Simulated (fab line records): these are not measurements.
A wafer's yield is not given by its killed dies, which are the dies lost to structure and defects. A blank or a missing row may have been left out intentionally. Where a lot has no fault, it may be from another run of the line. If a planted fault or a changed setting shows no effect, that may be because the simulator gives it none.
Chamber matching :: flow nand-harc :: NHARC_P_M0_DEP_32 on pecvd-03 has 3 sister chambers
The step deposits SiCN, target thk 30 nm. 6 wafers are shown with their chamber, then 12 later ones without.

WAFERS PAIRED WITH THEIR CHAMBERS
wafer: L088.1
chamber: 0
heater-power-w (W): 600

wafer: L088.4
chamber: 0
heater-power-w (W): 594

wafer: L088.5
chamber: 2
heater-power-w (W): 544

wafer: L093.1
chamber: 1
heater-power-w (W): 582

wafer: L093.4
chamber: 1
heater-power-w (W): 615

wafer: L093.6
chamber: 2
heater-power-w (W): 556

WAFERS WHOSE CHAMBER IS MISSING
wafer: L094.1
heater-power-w (W): 553

wafer: L094.2
heater-power-w (W): 489

wafer: L094.6
heater-power-w (W): 484

wafer: L094.3
heater-power-w (W): 600

wafer: L094.4
heater-power-w (W): 595

wafer: L094.5
heater-power-w (W): 536

wafer: L096.2
heater-power-w (W): 566

wafer: L096.4
heater-power-w (W): 579

wafer: L096.6
heater-power-w (W): 572

wafer: L096.1
heater-power-w (W): 589

wafer: L096.3
heater-power-w (W): 478

wafer: L096.5
heater-power-w (W): 480

EACH ONE'S CHAMBER
wafer: L094.1
from the rows above: 2
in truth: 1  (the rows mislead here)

wafer: L094.2
from the rows above: 2
in truth: 2

wafer: L094.6
from the rows above: 2
in truth: 2

wafer: L094.3
from the rows above: can't be placed: 1 or 0
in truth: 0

wafer: L094.4
from the rows above: can't be placed: 0 or 1
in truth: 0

wafer: L094.5
from the rows above: 2
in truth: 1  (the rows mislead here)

wafer: L096.2
from the rows above: can't be placed: 2 or 0 or 1
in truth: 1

wafer: L096.4
from the rows above: can't be placed: 0 or 1 or 2
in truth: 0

wafer: L096.6
from the rows above: can't be placed: 2 or 0 or 1
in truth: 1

wafer: L096.1
from the rows above: can't be placed: 0 or 1
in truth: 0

wafer: L096.3
from the rows above: 2
in truth: 2

wafer: L096.5
from the rows above: 2
in truth: 2
Placed correctly: 4 of 12. From these rows, 6 cannot be placed; in 6 the true chamber is one of the candidates. Wrongly placed: 2.
How it was worked out, from the rows above alone: a wafer's distance from a chamber is the root of the sum, over the readings, of the square of ((its reading less the chamber's mean) divided by the reading's scatter). The wafer belongs to the nearest chamber; if the next one is less than 2 further off, it can't be placed. For every chamber, the mean is computed from those of its wafers that are shown. The scatter: take each reading less its chamber's mean, square it, sum over the shown wafers, divide by the number of wafers less the number of chambers, and take the root.
